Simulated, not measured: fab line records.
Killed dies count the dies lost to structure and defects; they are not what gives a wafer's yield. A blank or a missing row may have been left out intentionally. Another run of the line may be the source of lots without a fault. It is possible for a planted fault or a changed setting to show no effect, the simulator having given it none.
Comparing a struck lot with a sound one ; flow nand_harc ; 14 out of 1302 route steps
Sound: these wafers, L576.3, L576.4, L576.5. Wafers struck: L570.2, L570.3, L570.4. At the end, the cause is stated.
Each step with rows lists, per side, the tool, then ch with its chambers, then its first start. Under that, the readings that differ: sound wafers ; struck wafers ; difference of the means ; sigmas: that difference in standard deviations of wafers without a fault.
alike: a reading whose means differ by less than 2 such deviations, as well as words and numbers matching on both sides. not compared: withheld readings; readings where some wafer has no value; bounds like >300 that might hide an equal value; numbers whose values overlap and for which the record gives no deviation.
A row with sigmas, a row that says differs or no value, or rows on one side alone: a step with any of these is where the two part. Numbers that don't overlap but have no deviation are shown without sigmas and don't part them. Lack of a reading on every wafer of one side parts them only where that side has two or more wafers.

NHARC_P_CONTACT_PVD_32: deposits Ti, target thk 5 nm, time 17.7 s.
  sound on pvd_sputter-03; struck on pvd_sputter-02
  alike: substrate_temp_c, throttle_valve_pct
NHARC_P_CONTACT_ALD_22: deposits TiN, target thk 3 nm, pulse time 1 s, ald cycles 150.
  sound on ald_metal-04 ch 1,3, day 12 14:38; struck on ald_metal-02 ch 0,1,3, day 10 00:13
  alike: heater_power_outer_w, heater_power_w, precursor_pulse_height_rel, susceptor_temp_C
  not compared: since_wet_clean_h
NHARC_P_CONTACT_CVD_23: deposits W, target thk 200 nm, time 557 s.
  sound: cvd_w-01 ch 0,1; struck: cvd_w-02 ch 0,1
  alike: heater_power_outer_w, heater_power_w, mfc_ar_sccm, susceptor_temp_C, throttle_valve_pct
  not compared: since_wet_clean_h
NHARC_P_CONTACT_CMP_24: polishes, t overpolish 30 s, target thk 200 nm.
  sound on cmp-01 ch 0,1,3, day 12 15:33; struck on cmp-01 ch 1,2,3, day 10 01:04
reading;sound;struck;difference;sigmas
time_to_endpoint_s (s);36.8 36.4 37.7;44.7 38.3 44.1;+5.4;+2
  alike: motor_current_A, overpolish_run_s
next, for these wafers, 1 step has no rows: NHARC_P_CONTACT_SRD_26.
NHARC_P_CONTACT_INSPECT_27:
  sound: defect_inspect-02 at day 12 15:56; struck: defect_inspect-02 at day 10 01:27
  alike: raw_defect_count
then, 5 steps without rows for these wafers: NHARC_P_M0_DEP_00 (deposits SiOC, target thk 150 nm); NHARC_P_M0_DEHYDRATE_01 (time 120 s); NHARC_P_M0_HMDS_02 (time 30 s); NHARC_P_M0_COAT_33 (time 65 s); NHARC_P_M0_COAT_03 (resist thk 90 nm).
NHARC_P_M0_SOFTBAKE_04: time 55 s.
  sound on litho_track-04 ch 0, day 12 16:00; struck on litho_track-06 ch 0, day 10 01:00
reading;sound;struck;difference;sigmas
heater_power_total_W (W);188.49 188.67 188.32;174.24 174.66 174.32;-14.09;-99 or more
next, for these wafers, 1 step has no rows: NHARC_P_M0_EBR_05.
-- jump in the record: it breaks off in module P_M0 and resumes in module END (first step shown: number 1302 of the route), and 18 days separate the struck wafers' starts before and after --
NHARC_END_SORT_01:
  sound on prober-02 ch 0, day 31 17:09; struck on prober-02 ch 0, day 28 01:23
reading;sound;struck;difference;sigmas
killed_at_periphery;7 5 11;1 0 1;-7;-2
killed_open;5 6 9;5 3 1;-4;-2
  alike: defect_limited_yield, killed_at_array, killed_at_other, killed_dies, killed_short

== WHERE THEY PART ==
First at NHARC_P_CONTACT_CMP_24; last, within this record, at NHARC_END_SORT_01.

WHY: what the simulator had put in
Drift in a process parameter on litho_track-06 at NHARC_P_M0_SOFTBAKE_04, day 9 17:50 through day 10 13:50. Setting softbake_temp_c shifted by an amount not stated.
